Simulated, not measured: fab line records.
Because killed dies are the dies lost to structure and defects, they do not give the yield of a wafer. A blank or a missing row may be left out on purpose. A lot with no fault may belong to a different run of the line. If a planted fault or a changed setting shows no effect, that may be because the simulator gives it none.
Which tool was responsible? ; flow nandHarc ; 18 lots with 54 wafers sampled at 6 steps, on a route of 1159 steps

WHAT THE GAUGES SHOWED, per wafer
No reading from a measuring or inspecting step in the record can be judged against a usual standard deviation.

EACH LOT AND THE TOOL THAT RAN IT (in order: tool; ch and the chambers of the sampled wafers; start)
lot;NHARC_A_STAIRCASE_TRIM_222;NHARC_A_STAIRCASE_TRIM_231;NHARC_A_STAIRCASE_HM_OPEN_460;NHARC_A_STAIRCASE_ETCH_452;NHARC_A_STAIRCASE_DESCUM_312;NHARC_A_STAIRCASE_ETCH_313
L075;rieDiel-02 ch 0,2,3, day 11 15:19 or earlier;rieDiel-01 ch 0,1,3, day 11 15:19 or earlier;rieDiel-01 ch 0,1,3, day 11 15:19 or earlier;rieDiel-01 ch 0,1,2, day 11 15:19 or earlier;rieDiel-01 ch 0,1,2, day 11 15:19;rieDiel-01 ch 0,1,2, day 11 15:25
L074;rieDiel-01 ch 0,2,3, day 11 21:42 or earlier;rieDiel-01 ch 1,2,3, day 11 21:42 or earlier;rieDiel-04 ch 0,3, day 11 21:42 or earlier;rieDiel-04 ch 1,2,3, day 11 21:42 or earlier;rieDiel-02 ch 0,2,3, day 11 21:42;rieDiel-02 ch 2,3, day 11 21:46
L077;rieDiel-01 ch 0,1,2, day 12 11:08 or earlier;rieDiel-02 ch 0,1, day 12 11:08 or earlier;rieDiel-01 ch 0,1,3, day 12 11:08 or earlier;rieDiel-01 ch 1,3, day 12 11:08 or earlier;rieDiel-04 ch 0,3, day 12 11:08;rieDiel-04 ch 0,1,2, day 12 11:16
L078;rieDiel-04 ch 1,2,3, day 12 18:47 or earlier;rieDiel-04 ch 1,2, day 12 18:47 or earlier;rieDiel-01 ch 1,3, day 12 18:47 or earlier;rieDiel-01 ch 0,1,2, day 12 18:47 or earlier;rieDiel-01 ch 0,1,2, day 12 18:47;rieDiel-01 ch 1,2,3, day 12 18:53
L080;rieDiel-04 ch 1,2,3, day 13 07:53 or earlier;rieDiel-04 ch 0,1,2, day 13 07:53 or earlier;rieDiel-02 ch 0,1,3, day 13 07:53 or earlier;rieDiel-02 ch 1,2, day 13 07:53 or earlier;rieDiel-02 ch 0,1,2, day 13 07:53;rieDiel-02 ch 0,3, day 13 07:58
L081;rieDiel-04 ch 1,2, day 14 03:02 or earlier;rieDiel-04 ch 1,3, day 14 03:02 or earlier;rieDiel-04 ch 0,2, day 14 03:02 or earlier;rieDiel-04 ch 0,1, day 14 03:02 or earlier;rieDiel-02 ch 1,2,3, day 14 03:02;rieDiel-02 ch 1,2, day 14 03:07
L083;rieDiel-01 ch 0,2,3, day 13 11:38;rieDiel-01 ch 1,2,3, day 14 03:12 or earlier;rieDiel-01 ch 0,1,3, day 14 03:12 or earlier;rieDiel-01 ch 0,1,3, day 14 03:12 or earlier;rieDiel-02 ch 1,3, day 14 03:12;rieDiel-02 ch 1,2, day 14 03:30
L084;rieDiel-02 ch 0,2, day 14 10:22 or earlier;rieDiel-02 ch 0,1, day 14 10:22 or earlier;rieDiel-04 ch 0,1,2, day 14 10:22 or earlier;rieDiel-04 ch 0,2,3, day 14 10:22 or earlier;rieDiel-02 ch 2,3, day 14 10:22;rieDiel-02 ch 0,1,3, day 14 10:34
L085;rieDiel-02 ch 0,1,2, day 15 00:57 or earlier;rieDiel-04 ch 2,3, day 15 00:57 or earlier;rieDiel-04 ch 0,1, day 15 00:57 or earlier;rieDiel-04 ch 0,1, day 15 00:57 or earlier;rieDiel-02 ch 2,3, day 15 00:57;rieDiel-02 ch 0,1, day 15 01:02
L086;rieDiel-02 ch 1,2, day 15 01:43 or earlier;rieDiel-04 ch 0,2, day 15 01:43 or earlier;rieDiel-01 ch 0,1,3, day 15 01:43 or earlier;rieDiel-01 ch 0,1,3, day 15 01:43 or earlier;rieDiel-01 ch 1,2, day 15 01:43;rieDiel-01 ch 1,2, day 15 01:52
L087;rieDiel-04 ch 1,2,3, day 15 03:53 or earlier;rieDiel-04 ch 1,2,3, day 15 03:53 or earlier;rieDiel-01 ch 1,2,3, day 15 03:53 or earlier;rieDiel-01 ch 0,3, day 15 03:53 or earlier;rieDiel-04 ch 0,3, day 15 03:53;rieDiel-04 ch 1,2, day 15 04:05
L089;rieDiel-01 ch 1,3, day 15 12:30 or earlier;rieDiel-01 ch 0,2, day 15 12:30 or earlier;rieDiel-04 ch 1,2, day 15 12:30 or earlier;rieDiel-04 ch 0,1,2, day 15 12:30 or earlier;rieDiel-04 ch 1,2,3, day 15 12:30;rieDiel-04 ch 1,2, day 15 12:43
L090;rieDiel-04 ch 0,2,3, day 15 20:34 or earlier;rieDiel-02 ch 1,2,3, day 15 20:34 or earlier;rieDiel-02 ch 0,3, day 15 20:34 or earlier;rieDiel-02 ch 0,1, day 15 20:34 or earlier;rieDiel-02 ch 1,2, day 15 20:34;rieDiel-02 ch 0,1, day 15 20:41
L092;rieDiel-01 ch 0,2,3, day 16 12:00 or earlier;rieDiel-01 ch 0,1,3, day 16 12:00 or earlier;rieDiel-04 ch 1,2,3, day 16 12:00 or earlier;rieDiel-04 ch 0,1,3, day 16 12:00 or earlier;rieDiel-02 ch 1,2,3, day 16 12:00;rieDiel-02 ch 0,2,3, day 16 12:05
L094;rieDiel-02 ch 0,1,2, day 17 02:09 or earlier;rieDiel-02 ch 0,1,2, day 17 02:09 or earlier;rieDiel-01 ch 0,2,3, day 17 02:09 or earlier;rieDiel-01 ch 2,3, day 17 02:09 or earlier;rieDiel-02 ch 0,1, day 17 02:09;rieDiel-02 ch 0,1,3, day 17 02:16
L095;rieDiel-01 ch 0,1,3, day 17 01:49 or earlier;rieDiel-01 ch 1,3, day 17 01:49 or earlier;rieDiel-02 ch 0,2,3, day 17 01:49 or earlier;rieDiel-02 ch 1,2,3, day 17 01:49 or earlier;rieDiel-04 ch 0,2,3, day 17 01:49;rieDiel-04 ch 0,2, day 17 01:53
L096;rieDiel-04 ch 2,3, day 17 04:53 or earlier;rieDiel-02 ch 1,2,3, day 17 04:53 or earlier;rieDiel-01 ch 1,2, day 17 04:53 or earlier;rieDiel-01 ch 1,2, day 17 04:53 or earlier;rieDiel-04 ch 0,1,3, day 17 04:53;rieDiel-04 ch 1,2, day 17 05:01
L097;rieDiel-01 ch 1,2,3, day 17 09:32 or earlier;rieDiel-04 ch 0,1,2, day 17 09:32 or earlier;rieDiel-02 ch 0,1,2, day 17 09:32 or earlier;rieDiel-02 ch 1,2,3, day 17 09:32 or earlier;rieDiel-01 ch 2,3, day 17 09:32;rieDiel-01 ch 1,2, day 17 09:39
- NHARC_A_STAIRCASE_TRIM_222: chemistry O2, time 211.2 s.
- NHARC_A_STAIRCASE_TRIM_231: chemistry O2, time 211.2 s.
- NHARC_A_STAIRCASE_HM_OPEN_460: chemistry O2/COS.
- NHARC_A_STAIRCASE_ETCH_452: etches the open film in CF4/O2, target depth 30 nm, overetch 3 nm, time 16.5 s.
- NHARC_A_STAIRCASE_DESCUM_312: chemistry O2, time 3 s.
- NHARC_A_STAIRCASE_ETCH_313: etches the open film in CF4/CHF3.

WHAT THE TOOLS THEMSELVES READ (means of the sampled wafers that have a number; where no wafer has one, the mark that the record gives instead)
NHARC_A_STAIRCASE_TRIM_222. Usual: drypumpMotorCurrentA 5.6 A, standard deviation 0.46; oesProductAu 0.998 a.u., standard deviation 0.014; rfVppV 57.8 V, standard deviation 0.84; showerheadPlenumPTorr 3.51 Torr, standard deviation 0.17; throttleValvePct 17.036 %, standard deviation 0.0085.
lot;tool;drypumpMotorCurrentA (A);oesProductAu (a.u.);rfVppV (V);showerheadPlenumPTorr (Torr);throttleValvePct (%);flag
L075;rieDiel-02;5.7;0.989;57.0;3.31;17.037;
L074;rieDiel-01;5.7;0.998;58.5;3.53;17.034;
L077;rieDiel-01;5.8;1.017;58.2;3.67;17.031;
L078;rieDiel-04;5.6;1.000;58.5;3.54;17.043;
L080;rieDiel-04;5.6;1.000;58.3;3.53;17.031;
L081;rieDiel-04;5.8;0.999;58.6;3.54;17.033;
L083;rieDiel-01;5.6;1.003;58.0;3.52;17.041;
L084;rieDiel-02;6.1;0.982;56.8;3.28;17.039;
L085;rieDiel-02;6.1;0.976;57.0;3.31;17.042;
L086;rieDiel-02;6.0;0.967;58.0;3.30;17.032;
L087;rieDiel-04;5.7;0.997;58.3;3.53;17.039;
L089;rieDiel-01;5.1;0.993;57.1;3.48;17.039;
L090;rieDiel-04;5.3;0.990;57.9;3.57;17.029;
L092;rieDiel-01;5.6;1.000;57.4;3.51;17.035;
L094;rieDiel-02;6.1;0.996;57.7;3.48;17.035;
L095;rieDiel-01;5.4;1.000;57.9;3.56;17.031;
L096;rieDiel-04;5.5;0.997;57.5;3.48;17.030;
L097;rieDiel-01;5.5;1.004;57.9;3.55;17.037;

NHARC_A_STAIRCASE_TRIM_231. Usual: drypumpMotorCurrentA 5.6 A, standard deviation 0.44; oesProductAu 1.000 a.u., standard deviation 0.014; rfVppV 57.8 V, standard deviation 0.84; showerheadPlenumPTorr 3.53 Torr, standard deviation 0.16; throttleValvePct 17.037 %, standard deviation 0.0095.
lot;tool;drypumpMotorCurrentA (A);oesProductAu (a.u.);rfVppV (V);showerheadPlenumPTorr (Torr);throttleValvePct (%);flag
L075;rieDiel-01;5.4;1.004;58.2;3.59;17.046;
L074;rieDiel-01;5.5;1.000;57.9;3.58;17.040;
L077;rieDiel-02;6.2;0.989;57.4;3.33;17.034;
L078;rieDiel-04;5.6;1.016;57.6;3.51;17.045;
L080;rieDiel-04;5.5;1.017;57.5;3.58;17.039;
L081;rieDiel-04;5.7;0.983;57.2;3.56;17.039;
L083;rieDiel-01;5.5;1.009;58.3;3.57;17.029;
L084;rieDiel-02;6.3;0.986;57.9;3.32;17.034;
L085;rieDiel-04;5.5;0.985;58.0;3.53;17.040;
L086;rieDiel-04;5.3;1.009;58.3;3.54;17.039;
L087;rieDiel-04;5.7;1.000;57.9;3.53;17.034;
L089;rieDiel-01;5.9;0.992;57.4;3.60;17.041;
L090;rieDiel-02;5.8;1.014;58.1;3.50;17.034;
L092;rieDiel-01;5.4;0.996;57.8;3.57;17.039;
L094;rieDiel-02;6.1;0.993;57.7;3.48;17.042;
L095;rieDiel-01;5.2;0.999;58.4;3.62;17.026;
L096;rieDiel-02;5.8;1.002;57.7;3.49;17.041;
L097;rieDiel-04;5.4;1.012;57.5;3.56;17.030;

NHARC_A_STAIRCASE_HM_OPEN_460. Usual: for biasW, 300.0 W with a standard deviation of 0.9; for drypumpMotorCurrentA, 5.6 A with a standard deviation of 0.44; for oesProductAu, 0.998 a.u. with a standard deviation of 0.013; for rfFwdPowerW, 498.6 W with a standard deviation of 1.5; for rfVppV, 467 V with a standard deviation of 3.2; for showerheadPlenumPTorr, 3.12 Torr with a standard deviation of 0.15; for throttleValvePct, 28.329 % with a standard deviation of 0.009.
lot;tool;biasW (W);drypumpMotorCurrentA (A);oesProductAu (a.u.);rfFwdPowerW (W);rfVppV (V);showerheadPlenumPTorr (Torr);throttleValvePct (%);flag
L075;rieDiel-01;300.4;5.4;0.994;500.0;468;3.18;28.330;
L074;rieDiel-04;299.4;5.4;0.985;499.0;469;3.20;28.334;
L077;rieDiel-01;299.9;5.4;0.999;497.7;468;3.17;28.330;
L078;rieDiel-01;300.6;5.1;1.005;496.9;466;3.09;28.329;
L080;rieDiel-02;300.5;5.9;0.997;498.1;463;2.95;28.330;
L081;rieDiel-04;300.3;5.3;1.005;497.9;467;3.14;28.335;
L083;rieDiel-01;300.2;5.4;1.001;497.1;468;3.16;28.320;
L084;rieDiel-04;300.2;5.5;1.005;499.1;469;3.16;28.322;
L085;rieDiel-04;300.0;5.3;0.996;498.2;470;3.23;28.337;
L086;rieDiel-01;299.7;5.4;0.993;498.9;468;3.16;28.327;
L087;rieDiel-01;300.1;5.5;0.992;497.6;467;3.15;28.332;
L089;rieDiel-04;299.7;5.6;1.013;498.6;466;3.09;28.323;
L090;rieDiel-02;300.5;5.5;1.017;497.8;464;2.93;28.316;
L092;rieDiel-04;299.4;5.7;0.997;498.9;468;3.11;28.335;
L094;rieDiel-01;299.0;5.6;1.001;497.9;466;3.10;28.327;
L095;rieDiel-02;300.0;5.8;1.011;499.7;467;3.06;28.329;
L096;rieDiel-01;300.1;5.6;1.008;499.4;470;3.27;28.331;
L097;rieDiel-02;299.6;6.1;0.993;499.4;466;3.08;28.326;

NHARC_A_STAIRCASE_ETCH_452. Usual: biasW 100.02 W, standard deviation 0.3; drypumpMotorCurrentA 5.6 A, standard deviation 0.45; oes_o_777_au 1.000 a.u., standard deviation 0.0049; oesProductAu 1.000 a.u., standard deviation 0.014; rfFwdPowerW 293.4 W, standard deviation 1.4; rfVppV 197.7 V, standard deviation 1.5; showerheadPlenumPTorr 1.33 Torr, standard deviation 0.065; throttleValvePct 13.398 %, standard deviation 0.0091.
lot;tool;biasW (W);drypumpMotorCurrentA (A);oes_o_777_au (a.u.);oesProductAu (a.u.);rfFwdPowerW (W);rfVppV (V);showerheadPlenumPTorr (Torr);throttleValvePct (%);flag
L075;rieDiel-01;99.93;5.8;0.998;1.003;294.0;198.8;1.39;13.402;
L074;rieDiel-04;99.93;5.6;0.998;0.997;292.4;197.7;1.34;13.397;
L077;rieDiel-01;100.33;5.1;0.999;1.007;293.1;197.2;1.32;13.401;
L078;rieDiel-01;100.04;5.7;1.000;1.014;293.2;198.8;1.39;13.399;
L080;rieDiel-02;100.17;6.1;0.997;0.985;296.0;196.0;1.26;13.394;
L081;rieDiel-04;99.84;5.6;1.001;0.995;293.2;199.0;1.37;13.398;
L083;rieDiel-01;99.73;5.4;1.000;0.996;291.9;198.7;1.35;13.394;
L084;rieDiel-04;99.94;5.3;1.001;1.000;292.9;198.4;1.35;13.393;
L085;rieDiel-04;100.46;5.3;1.001;0.999;292.0;198.6;1.38;13.396;
L086;rieDiel-01;100.01;5.4;1.003;0.995;292.5;198.1;1.35;13.385;
L087;rieDiel-01;100.06;5.5;0.999;0.983;293.3;197.7;1.33;13.394;
L089;rieDiel-04;99.81;5.4;0.999;1.002;292.3;198.0;1.35;13.396;
L090;rieDiel-02;100.08;6.2;0.999;1.005;296.5;195.6;1.25;13.389;
L092;rieDiel-04;100.11;5.5;1.000;0.999;293.3;198.9;1.36;13.407;
L094;rieDiel-01;100.00;5.4;1.001;0.997;293.4;197.1;1.28;13.402;
L095;rieDiel-02;99.99;5.8;1.003;1.004;294.7;197.3;1.32;13.383;
L096;rieDiel-01;99.95;5.8;1.004;1.017;293.7;198.2;1.38;13.400;
L097;rieDiel-02;100.04;5.8;1.001;1.010;294.6;196.8;1.32;13.401;

NHARC_A_STAIRCASE_DESCUM_312. Usual: drypumpMotorCurrentA 5.7 A, standard deviation 0.45; oesProductAu 0.997 a.u., standard deviation 0.014; rfVppV 57.8 V, standard deviation 0.95; showerheadPlenumPTorr 1.89 Torr, standard deviation 0.098; throttleValvePct 11.312 %, standard deviation 0.0094.
lot;tool;drypumpMotorCurrentA (A);oesProductAu (a.u.);rfVppV (V);showerheadPlenumPTorr (Torr);throttleValvePct (%);flag
L075;rieDiel-01;5.7;0.994;58.8;1.99;11.317;
L074;rieDiel-02;5.7;0.990;57.8;1.78;11.309;
L077;rieDiel-04;5.4;0.989;57.9;1.96;11.322;
L078;rieDiel-01;5.7;1.014;59.0;1.99;11.305;
L080;rieDiel-02;6.1;0.981;57.6;1.79;11.305;
L081;rieDiel-02;5.8;0.989;57.5;1.79;11.317;
L083;rieDiel-02;5.6;0.994;57.4;1.81;11.309;
L084;rieDiel-02;5.4;0.992;57.3;1.79;11.304;
L085;rieDiel-02;5.4;1.012;58.2;1.89;11.308;
L086;rieDiel-01;5.8;1.012;57.5;1.98;11.311;
L087;rieDiel-04;5.2;0.984;58.3;1.98;11.298;
L089;rieDiel-04;5.6;0.993;57.8;1.91;11.310;
L090;rieDiel-02;6.1;0.995;57.2;1.90;11.312;
L092;rieDiel-02;5.8;1.005;57.3;1.89;11.306;
L094;rieDiel-02;6.2;0.996;57.9;1.78;11.315;
L095;rieDiel-04;5.3;0.998;58.3;1.93;11.306;
L096;rieDiel-04;5.5;1.013;57.9;1.95;11.317;
L097;rieDiel-01;5.4;0.997;58.4;1.84;11.311;

NHARC_A_STAIRCASE_ETCH_313. Usual: for biasW, 199.9 W with a standard deviation of 0.65; for drypumpMotorCurrentA, 5.7 A with a standard deviation of 0.45; for oesProductAu, 0.932 a.u. with a standard deviation of 0.021; for rfFwdPowerW, 496.6 W with a standard deviation of 1.7; for rfVppV, 369.7 V with a standard deviation of 2.7; for showerheadPlenumPTorr, 1.55 Torr with a standard deviation of 0.073; for throttleValvePct, 16.802 % with a standard deviation of 0.0083.
lot;tool;biasW (W);drypumpMotorCurrentA (A);oesProductAu (a.u.);rfFwdPowerW (W);rfVppV (V);showerheadPlenumPTorr (Torr);throttleValvePct (%);flag
L075;rieDiel-01;199.7;5.8;0.933;497.6;373.5;1.64;16.799;
L074;rieDiel-02;200.4;5.4;0.924;496.6;366.8;1.48;16.804;
L077;rieDiel-04;199.5;5.5;0.929;494.9;371.4;1.60;16.796;
L078;rieDiel-01;199.7;5.5;0.926;495.6;371.5;1.59;16.801;
L080;rieDiel-02;200.2;5.5;0.923;496.9;367.1;1.48;16.797;
L081;rieDiel-02;199.6;6.1;0.906;498.3;368.0;1.48;16.795;
L083;rieDiel-02;200.0;6.0;0.908;498.9;366.4;1.47;16.804;
L084;rieDiel-02;200.5;5.9;0.917;496.8;366.9;1.48;16.801;
L085;rieDiel-02;200.5;6.3;0.953;498.0;367.7;1.49;16.802;
L086;rieDiel-01;199.1;5.9;0.934;497.8;371.8;1.63;16.813;
L087;rieDiel-04;199.8;5.6;0.947;494.8;370.5;1.56;16.801;
L089;rieDiel-04;199.4;5.7;0.932;496.5;371.1;1.57;16.804;
L090;rieDiel-02;200.2;6.2;0.925;496.5;366.1;1.47;16.805;
L092;rieDiel-02;199.5;5.7;0.927;497.7;370.0;1.55;16.807;
L094;rieDiel-02;199.7;5.9;0.932;497.3;366.9;1.48;16.800;
L095;rieDiel-04;200.1;5.1;0.971;495.3;371.7;1.61;16.802;
L096;rieDiel-04;199.5;5.6;0.967;494.7;369.8;1.55;16.800;
L097;rieDiel-01;200.3;5.8;0.973;497.6;372.1;1.62;16.806;

THE ANSWER, worked out from the rows above alone
Rule: a lot is off if the mean of its wafers that have a number lies more than 3 standard deviations from the usual mean. A lot without any number at a reading at which 4 lots or more have one is off too. Where the step has rows for the other lots, those lots are counted as sound. Order of review: gauges by route order, followed by the tools' own readings, for which a lot's mean as printed above is used. At the first step where some lot is off, the reading lying furthest off is the one used; lots without a number count as furthest.
None of the lots is off at any reading shown; this tells nothing.

WHAT THE SIMULATOR HAD INSERTED
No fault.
